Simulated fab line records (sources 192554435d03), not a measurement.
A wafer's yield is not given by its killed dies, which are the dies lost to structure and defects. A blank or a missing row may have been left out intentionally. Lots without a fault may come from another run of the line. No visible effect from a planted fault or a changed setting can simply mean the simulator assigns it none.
Which tool did it?	flow n5_finfet	9 lots with 26 wafers sampled at 5 steps, on a route of 1938 steps

## WHAT THE GAUGES READ, wafer by wafer
N5_BEOL_M4_RC_MEAS_101. Usual: DIBL_N 37.3 mV/V, standard deviation 2.3; DIBL_P 37.4 mV/V, standard deviation 2.9; IOFF_N 0.18 nA/um, standard deviation 0.045; IOFF_P 0.25 nA/um, standard deviation 0.054; ION_N 679 uA/um, standard deviation 15; ION_P 468 uA/um, standard deviation 9.7; SS_N 71.8 mV/dec, standard deviation 0.62; SS_P 73.6 mV/dec, standard deviation 0.76; VT_N 248 mV, standard deviation 4.1; VT_P -248 mV, standard deviation 3.6.
lot	measured	on	DIBL_N (mV/V)	DIBL_P (mV/V)	IOFF_N (nA/um)	IOFF_P (nA/um)	ION_N (uA/um)	ION_P (uA/um)	SS_N (mV/dec)	SS_P (mV/dec)	VT_N (mV)	VT_P (mV)	flag
L387	day 8 14:34	prober-01	36.8 36.2 37.5	37.7 35.5 37.9	0.16 0.14 0.17	0.26 0.24 0.28	687 669 689	483 466 482	72.0 71.4 71.9	74.3 73.4 73.8	247 251 246	-246 -245 -246	
L388	day 8 21:56	prober-02	33.6 32.9 37.0	32.9 33.4 36.0	0.12 0.12 0.18	0.20 0.20 0.24	655 667 675	456 469 464	71.0 70.7 71.3	73.3 72.9 73.5	252 255 247	-247 -248 -249	
L389	day 8 21:13	prober-01	37.0 32.8 34.7	38.6 32.4 35.2	0.17 0.09 0.12	0.24 0.14 0.18	697 651 666	480 450 459	71.6 71.4 71.6	72.8 71.4 72.1	247 259 253	-249 -254 -249	
L390	day 8 22:00	prober-01	36.8 38.7 37.2	36.0 38.6 37.3	0.17 0.21 0.18	0.23 0.28 0.26	683 687 692	464 473 480	71.3 72.1 71.9	73.0 74.0 74.4	251 247 248	-249 -245 -245	
L392	day 9 22:19	prober-02	34.8 36.0 33.0	33.3 36.1 31.3	0.13 0.16 0.11	0.20 0.25 0.18	670 673 672	466 460 465	70.5 71.8 70.0	74.2 74.5 73.2	250 247 253	-251 -249 -251	
L400	day 11 02:22	prober-01	38.6 37.7	39.5 38.2	0.19 0.17	0.26 0.25	668 683	457 469	72.1 72.4	74.2 73.5	248 248	-251 -251	
L404	day 12 10:14	prober-01	38.1 39.1 36.4	38.7 39.5 35.6	0.18 0.20 0.16	0.23 0.24 0.19	679 674 685	459 458 465	72.0 71.9 71.9	73.5 73.8 73.0	246 246 249	-250 -250 -252	
L409	day 13 13:46	prober-02	38.2 37.2 34.7	36.8 36.0 33.0	0.19 0.18 0.13	0.30 0.26 0.21	680 681 675	476 468 472	71.5 71.3 71.0	73.7 73.0 72.6	246 246 251	-242 -246 -248	

N5_PASSIVATION_INSPECT_67: inspects for defects (macro). Usual: raw_defect_count at 2.0, with a standard deviation of 1.5.
lot	measured	on	raw_defect_count	flag
L387	day 12 19:35	defect_inspect-02	0 4 2	
L388	day 13 02:41	defect_inspect-02	1 4 0	
L389	day 12 14:47	defect_inspect-02	1 2 4	
L390	day 13 02:20	defect_inspect-01	0 0 1	
L392	day 13 22:44	defect_inspect-02	3 0 1	
L400	day 15 11:37	defect_inspect-02	3 1	
L404	day 16 14:08	defect_inspect-01	3 2 0	
L409	day 17 16:19	defect_inspect-01	2 0 3	

## TOOL THAT RAN EACH LOT (tool first, then ch and the chambers of the sampled wafers, then the start)
lot	N5_PMOS_HMC_CHANNEL_EPI_HM_OPEN_15	N5_PASSIVATION_PECVD_55	N5_PASSIVATION_PASS_ETCH_74
L387	rie_diel-03 ch 1,2, day 2 00:58	pecvd-03 ch 0,1,2, day 12 14:38	rie_diel-03 ch 0,2,3, day 12 16:17
L388	rie_diel-05 ch 0,1,2, day 2 06:46	pecvd-01 ch 0,1,2, day 12 22:12	rie_diel-05 ch 0,1, day 12 22:52
L389	rie_diel-01 ch 0,1,3, day 2 11:30	pecvd-02 ch 0,1, day 12 09:23	rie_diel-05 ch 0,1,2, day 12 10:34
L390	rie_diel-01 ch 1,3, day 2 18:25	pecvd-03 ch 0,2, day 12 21:59	rie_diel-01 ch 0,1,2, day 12 22:40
L392	rie_diel-05 ch 1,2, day 3 09:36	pecvd-02 ch 0,1,2, day 13 18:31	rie_diel-01 ch 0,2,3, day 13 19:25
L398	rie_diel-05 ch 1,3, day 4 17:57	-	-
L400	rie_diel-05 ch 0,1,2, day 5 05:28	pecvd-01 ch 0, day 15 04:04	rie_diel-03 ch 1, day 15 08:01
L404	rie_diel-01 ch 0,1,3, day 6 06:36	pecvd-03 ch 0,1,2, day 16 07:49	rie_diel-01 ch 0,1,2, day 16 10:01
L409	rie_diel-01 ch 0,2,3, day 7 11:43	pecvd-02 ch 1,2, day 17 09:46	rie_diel-03 ch 0,2, day 17 11:44
- N5_PMOS_HMC_CHANNEL_EPI_HM_OPEN_15: chemistry CHF3/O2, target SiO2, target depth 40.6 nm, time 20.3 s.
- N5_PASSIVATION_PECVD_55: deposits SiO2 from SiH4/N2O, target thk 400 nm, time 22.5 s.
- N5_PASSIVATION_PASS_ETCH_74: etches SiNx in CF4/O2, target depth 220 nm, time 110 s.

## WHAT THE TOOLS THEMSELVES READ (means of the sampled wafers that have a number; where no wafer has one, the mark that the record gives instead)
N5_PMOS_HMC_CHANNEL_EPI_HM_OPEN_15. Usual: drypump_motor_current_A 5.9 A (standard deviation 0.47); mfc_ar_sccm 200.0 sccm (standard deviation 0.56); oes_f_703_au 0.80 a.u. (standard deviation 0.078); oes_product_au 0.79 a.u. (standard deviation 0.086); rf_vpp_V 517 V (standard deviation 17); showerhead_plenum_p_Torr 2.39 Torr (standard deviation 0.058); throttle_valve_pct 18.82 % (standard deviation 0.23).
lot	tool	drypump_motor_current_A (A)	mfc_ar_sccm (sccm)	oes_f_703_au (a.u.)	oes_product_au (a.u.)	rf_vpp_V (V)	showerhead_plenum_p_Torr (Torr)	throttle_valve_pct (%)	flag
L387	rie_diel-03	4.9	199.9	0.73	0.71	524	2.38	19.21	
L388	rie_diel-05	5.8	199.8	0.90	0.90	517	2.42	18.58	
L389	rie_diel-01	6.0	200.4	0.78	0.76	515	2.35	18.85	
L390	rie_diel-01	6.1	199.6	0.79	0.76	497	2.33	18.79	
L392	rie_diel-05	5.6	199.5	0.91	0.93	528	2.45	18.41	
L398	rie_diel-05	5.5	200.6	0.79	0.61	522	2.47	18.79	
L400	rie_diel-05	5.9	199.6	0.86	0.81	516	2.41	18.61	
L404	rie_diel-01	6.0	200.0	0.75	0.74	514	2.34	18.89	
L409	rie_diel-01	6.0	200.1	0.81	0.80	515	2.37	18.82	

N5_PASSIVATION_PECVD_55. Usual: heater_power_w 599 W, standard deviation 72; showerhead_plenum_p_Torr 8.18 Torr, standard deviation 0.17; showerhead_vpp_V 1461 V, standard deviation 82; throttle_valve_pct 51 %, standard deviation 4.7.
lot	tool	heater_power_w (W)	showerhead_plenum_p_Torr (Torr)	showerhead_vpp_V (V)	throttle_valve_pct (%)	flag
L387	pecvd-03	548	8.10	1489	51	
L388	pecvd-01	673	8.21	1462	51	
L389	pecvd-02	544	8.26	1505	52	
L390	pecvd-03	602	8.15	1439	52	
L392	pecvd-02	594	8.20	1431	52	
L400	pecvd-01	680	8.42	1392	50	
L404	pecvd-03	537	8.11	1495	52	
L409	pecvd-02	561	8.27	1423	56	

N5_PASSIVATION_PASS_ETCH_74. Usual: drypump_motor_current_A 5.8 A (standard deviation 0.54); mfc_ar_sccm 100.0 sccm (standard deviation 0.3); oes_f_703_au 0.82 a.u. (standard deviation 0.081); oes_product_au 0.82 a.u. (standard deviation 0.086); rf_vpp_V 239 V (standard deviation 7); showerhead_plenum_p_Torr 2.19 Torr (standard deviation 0.06); throttle_valve_pct 15.93 % (standard deviation 0.23).
lot	tool	drypump_motor_current_A (A)	mfc_ar_sccm (sccm)	oes_f_703_au (a.u.)	oes_product_au (a.u.)	rf_vpp_V (V)	showerhead_plenum_p_Torr (Torr)	throttle_valve_pct (%)	flag
L387	rie_diel-03	6.0	99.9	0.85	0.85	241	2.17	15.90	
L388	rie_diel-05	6.1	99.8	0.78	0.76	231	2.16	16.01	
L389	rie_diel-05	5.8	99.8	0.80	0.79	237	2.19	15.79	
L390	rie_diel-01	5.8	99.9	0.83	0.83	243	2.22	15.87	
L392	rie_diel-01	6.0	100.2	0.76	0.74	237	2.14	16.00	
L400	rie_diel-03	4.7	99.5	0.82	0.83	236	2.16	16.20	
L404	rie_diel-01	5.8	99.7	0.80	0.79	241	2.21	15.93	
L409	rie_diel-03	5.7	100.1	0.91	0.92	243	2.17	15.86	

## THE ANSWER, worked out from the rows above alone
Rule: a lot is off if the mean of its wafers that have a number lies more than 3 standard deviations from the usual mean. Also off: a lot with no number at a reading for which 4 or more lots have one. Any other lot the step has rows for is counted as sound. Order of review: gauges by route order, followed by the tools' own readings, for which a lot's mean as printed above is used. The first step at which some lot is off is used, and at that step the reading that is off furthest; a lot without a number counts as furthest.
Across all readings shown, no lot is off: no conclusion can be drawn from this.

## WHAT THE SIMULATOR HAD PUT IN
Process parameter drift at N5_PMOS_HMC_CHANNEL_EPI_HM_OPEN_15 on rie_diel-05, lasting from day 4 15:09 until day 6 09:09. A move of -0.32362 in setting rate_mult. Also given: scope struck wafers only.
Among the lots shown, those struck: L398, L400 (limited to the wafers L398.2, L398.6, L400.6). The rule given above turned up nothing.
